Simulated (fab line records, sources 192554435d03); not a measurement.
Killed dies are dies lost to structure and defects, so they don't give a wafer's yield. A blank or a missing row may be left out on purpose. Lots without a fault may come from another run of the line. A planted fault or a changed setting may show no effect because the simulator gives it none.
Split-lot experiment | flow n5_finfet | 7 lots, 21 wafers read, on a route of 1938 steps

THE SPLIT
At N5_BEOL_M7_DESCUM_33 (chemistry O2, time 7 s), the setting time_s was moved away from the recipe's 7 s on 4 of the 21 wafers read, by -16.8% to +17.6%. The other wafers ran this setting at the recipe's value.

FROM THE SPLIT TO THE READING: what the file shows between them, 1 step
- N5_BEOL_M7_ETCH_72: etches underlayer in N2/H2, target depth 6.5 nm, time 5.2 s

THE READING
CAR-EUV_of_BEOL_M7_COAT_22.thk_nm (the simulator's own value, which no gauge read), in nm, at N5_BEOL_M7_ETCH_65 (etches SiARC in CF4, target depth 15.6 nm, time 26 s). The file gives no usual value for it. The 17 wafers here that ran the recipe average 11.1 nm, standard deviation 0.098 nm.

wafer  | tool, chamber at the split | time_s as run, s | against the recipe | CAR-EUV_of_BEOL_M7_COAT_22.thk_nm, nm | against lot-mates on the recipe
L081.1 | rie_diel-01, 0,1,3         | 7                | recipe             | 11                                    | -
L081.3 | rie_diel-01, 0,1,3         | 7                | recipe             | 11                                    | -
L081.2 | rie_diel-01, 0,1,3         | 7                | recipe             | 11.2                                  | -
L082.2 | rie_diel-01, 1,3           | 7                | recipe             | 11.2                                  | -
L082.4 | rie_diel-01, 1,3           | 7                | recipe             | 11.2                                  | -
L082.6 | rie_diel-01, 1             | 7                | recipe             | 11                                    | -
L084.2 | rie_diel-01, 2,0           | 7                | recipe             | 11.2                                  | -
L084.6 | rie_diel-01, 2,0           | 7                | recipe             | 11.2                                  | -
L084.3 | rie_diel-01, 1             | 6.474            | -7.5%              | 11.4                                  | +0.2
L087.1 | rie_diel-06, 2             | 7.621            | +8.9%              | 10.6                                  | -0.5
L087.2 | rie_diel-06, 3             | 7                | recipe             | 11.2                                  | -
L087.3 | rie_diel-06, 2             | 7                | recipe             | 11                                    | -
L090.2 | rie_diel-06, 1,2,3         | 7                | recipe             | 11                                    | -
L090.3 | rie_diel-06, 1,2,3         | 7                | recipe             | 11                                    | -
L090.5 | rie_diel-06, 1,2,3         | 7                | recipe             | 11.2                                  | -
L092.2 | rie_diel-02, 3             | 7                | recipe             | 11.2                                  | -
L092.6 | rie_diel-02, 2             | 7                | recipe             | 11.2                                  | -
L092.4 | rie_diel-02, 0             | 8.235            | +17.6%             | 10.6                                  | -0.6
L091.2 | rie_diel-01, 2             | 7                | recipe             | 11.2                                  | -
L091.3 | rie_diel-01, 1             | 7                | recipe             | 11                                    | -
L091.6 | rie_diel-01, 1             | 5.821            | -16.8%             | 11.6                                  | +0.5
Where a row lists several chambers, the file gives one row for several wafers and doesn't say which wafer went through which chamber.

THE FIT
A straight line over all 21 wafers: CAR-EUV_of_BEOL_M7_COAT_22.thk_nm changes by -0.0328 nm for each +1% of time_s; r = -0.88; the points scatter about the line by 0.11 nm.
The same after taking each lot's own level away (the mean of its wafers on the recipe; 21 wafers): -0.0341 nm for each +1%; r = -0.92; scatter 0.093 nm.
On that fit, the largest move of time_s shifts the reading by 0.6 nm.
The lots' own levels span 11.07 to 11.20 nm, that is 1.4 times the standard deviation above.
So the lot-to-lot level changes the slope little: the two slopes agree.
Check: with one of the wafers moved furthest among these (+17.6%) left out of the fit, the line predicts -0.633 nm for it against its lot-mates. It came out at -0.6 nm against them.

THE WHOLE CHAIN: every reading that the file lists as answering this split, in the file's order
step                 | what it does                                                | reading                                                                            | change (the file's fit)                | r (the file's)
N5_BEOL_M7_DESCUM_33 | chemistry O2, time 7 s                                      | CAR-EUV_of_BEOL_M7_COAT_22.thk_nm (the simulator's own value, which no gauge read) | -0.0386 nm for each +1% of the setting | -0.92
N5_BEOL_M7_ETCH_72   | etches underlayer in N2/H2, target depth 6.5 nm, time 5.2 s | CAR-EUV_of_BEOL_M7_COAT_22.thk_nm (the simulator's own value, which no gauge read) | -0.0317 nm for each +1% of the setting | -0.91
N5_BEOL_M7_ETCH_65   | etches SiARC in CF4, target depth 15.6 nm, time 26 s        | CAR-EUV_of_BEOL_M7_COAT_22.thk_nm (the simulator's own value, which no gauge read) | -0.0342 nm for each +1% of the setting | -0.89

THE FILE'S OWN FIT
CAR-EUV_of_BEOL_M7_COAT_22.thk_nm changes by -0.0342 nm for each +1% of time_s, r = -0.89.
